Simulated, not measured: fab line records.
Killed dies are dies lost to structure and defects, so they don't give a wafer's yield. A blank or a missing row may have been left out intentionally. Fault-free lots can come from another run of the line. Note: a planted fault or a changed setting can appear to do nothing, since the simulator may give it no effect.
Split-lot trial -- flow n5-finfet -- on a route of 1938 steps: 7 lots, 39 wafers read

## THE SPLIT ITSELF
At N5_BEOL_M6_TRENCH_ETCH_37 (etches SiCOH lowk in C4F6/O2, target depth 94.435 nm, time 31.5 s), the setting target-depth-a was moved away from the recipe's 944.35 angstrom on 9 of the 39 wafers read, by -36.3% to +32.5%. This setting was run at the recipe's value on the other wafers.

## FROM THE SPLIT TO THE READING: what the file shows between them, 11 steps
- N5_BEOL_M6_ETCH_41: etches SiCN in CH3F/O2, target depth 29.7 nm, time 52 s
- N5_BEOL_M6_STRIP_80: strips in N2/H2, time 10 s
- N5_BEOL_M6_OCD_MEAS_38
- N5_BEOL_M6_HM_STRIP_39: strips TiN in peroxide tin strip, target depth 25 nm, time 158 s
- N5_BEOL_M6_SRD_40: time 30 s
- N5_BEOL_M6_ECD_50: material Cu, target thk 300 nm
- N5_BEOL_M6_ANNEAL_51: time 90 s
- N5_BEOL_M6_CMP_52: polishes, stops on SiCOH lowk, t overpolish 6.9 s, target thk 80 nm
- N5_BEOL_M6_THK_MEAS_53: measures by xrf
- N5_BEOL_M6_PRE_CLEAN_55: time 15 s
- N5_BEOL_M6_DEP_56: deposits SiCN from 3MS/NH3, target thk 10 nm, time 17.5 s

## THE READING
M6_RS in ohm/sq, measured at N5_BEOL_M6_RS_MEAS_57 by four-point-probe. Fault-free wafers of this fab line usually give 0.291 ohm/sq, standard deviation 0.01 ohm/sq.

wafer,"tool, chamber at the split","target-depth-a as run, angstrom",against the recipe,"M6_RS, ohm/sq",against lot-mates on the recipe
L075.1,"rie-diel-04, 2",944.35,recipe,0.292,-
L075.2,"rie-diel-04, 0",944.35,recipe,0.306,-
L075.3,"rie-diel-04, 3,1",944.35,recipe,0.301,-
L075.4,"rie-diel-04, 3,1",944.35,recipe,0.291,-
L075.5,"rie-diel-04, 1",944.35,recipe,0.311,-
L075.6,"rie-diel-04, 2",944.35,recipe,0.296,-
L079.1,"rie-diel-04, 1",944.35,recipe,0.287,-
L079.2,"rie-diel-04, 0",1251,+32.5%,0.208,-0.079
L079.3,"rie-diel-04, 2",944.35,recipe,0.280,-
L079.4,"rie-diel-04, 3",1251,+32.5%,0.202,-0.085
L079.5,"rie-diel-04, 0",1251,+32.5%,0.204,-0.083
L079.6,"rie-diel-04, 1",944.35,recipe,0.294,-
L082.1,"rie-diel-05, 1",944.35,recipe,0.301,-
L082.2,"rie-diel-05, 2",944.35,recipe,0.302,-
L082.3,"rie-diel-05, 0",944.35,recipe,0.284,-
L082.4,"rie-diel-05, 3",944.35,recipe,0.309,-
L082.5,"rie-diel-05, 1",944.35,recipe,0.300,-
L082.6,"rie-diel-05, 2",944.35,recipe,0.307,-
L088.1,"rie-diel-04, 0",944.35,recipe,0.294,-
L088.2,"rie-diel-04, 2",601.5,-36.3%,0.525,+0.236
L088.3,"rie-diel-04, 3",944.35,recipe,0.283,-
L088.4,"rie-diel-04, 1",944.35,recipe,0.290,-
L088.5,"rie-diel-04, 1",601.5,-36.3%,0.560,+0.271
L088.6,"rie-diel-04, 0",601.5,-36.3%,0.621,+0.332
L092.1,"rie-diel-05, 2",769.5,-18.5%,0.405,+0.116
L092.2,"rie-diel-05, 3",769.5,-18.5%,0.396,+0.107
L092.3,"rie-diel-05, 1",944.35,recipe,0.292,-
L092.4,"rie-diel-05, 0",944.35,recipe,0.279,-
L092.5,"rie-diel-05, 2",769.5,-18.5%,0.400,+0.111
L092.6,"rie-diel-05, 3",944.35,recipe,0.297,-
L093.1,"rie-diel-06, 2",944.35,recipe,0.284,-
L093.3,"rie-diel-06, 0",944.35,recipe,0.299,-
L093.6,"rie-diel-06, 0",944.35,recipe,0.296,-
L094.1,"rie-diel-05, 0",944.35,recipe,0.282,-
L094.2,"rie-diel-05, 1",944.35,recipe,0.294,-
L094.3,"rie-diel-05, 2",944.35,recipe,0.318,-
L094.4,"rie-diel-05, 3",944.35,recipe,0.296,-
L094.5,"rie-diel-05, 0",944.35,recipe,0.281,-
L094.6,"rie-diel-05, 3",944.35,recipe,0.297,-
Rows listing several chambers each stand for several wafers; the file does not say which wafer went through which chamber.

THE FIT
A straight line over all 39 wafers: M6_RS changes by -0.00535 ohm/sq for each +1% of target-depth-a; r = -0.92; the points scatter about the line by 0.033 ohm/sq.
The same after taking each lot's own level away (the mean of its wafers on the recipe; 39 wafers): -0.00536 ohm/sq for each +1%; r = -0.91; scatter 0.035 ohm/sq.
According to that fit, moving target-depth-a by its largest amount changes the reading by 0.19 ohm/sq.
Across the lots, their own levels run from 0.2870 to 0.3005 ohm/sq, a range of 1.4 times the standard deviation given above.
The two slopes agree, so the slope changes little with the lot-to-lot level.
Check: +0.203 ohm/sq against its lot-mates is what the line predicts for one of the wafers moved furthest among these (-36.3%) when that wafer is left out of the fit. It came out at +0.236 ohm/sq against them.

## THE WHOLE CHAIN: every reading that the file lists as answering this split, in the file's order
step,what it does,reading,change (the file's fit),r (the file's)
N5_BEOL_M6_TRENCH_ETCH_37,"etches SiCOH lowk in C4F6/O2, target depth 94.435 nm, time 31.5 s","etch.depth-nm (the simulator's own value, which no gauge read)",+0.909 nm for each +1% of the setting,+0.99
N5_BEOL_M6_TRENCH_ETCH_37,"etches SiCOH lowk in C4F6/O2, target depth 94.435 nm, time 31.5 s","BEOL_M6.feature-depth-nm (the simulator's own value, which no gauge read)",+0.909 nm for each +1% of the setting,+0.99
N5_BEOL_M6_OCD_MEAS_38,,trench-depth-nm,+0.91 nm for each +1% of the setting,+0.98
N5_BEOL_M6_CMP_52,"polishes, stops on SiCOH lowk, t overpolish 6.9 s, target thk 80 nm","Cu_of_BEOL_M6_ECD_50.thk-nm (the simulator's own value, which no gauge read)",+0.903 nm for each +1% of the setting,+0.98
N5_BEOL_M6_THK_MEAS_53,measures by xrf,M6_THK,+0.904 for each +1% of the setting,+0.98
N5_BEOL_M6_RS_MEAS_57,measures by four-point-probe,M6_RS,-0.00548 for each +1% of the setting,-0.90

## THE FILE'S OWN FIT
M6_RS changes by -0.00548 ohm/sq for each +1% of target-depth-a, r = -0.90.
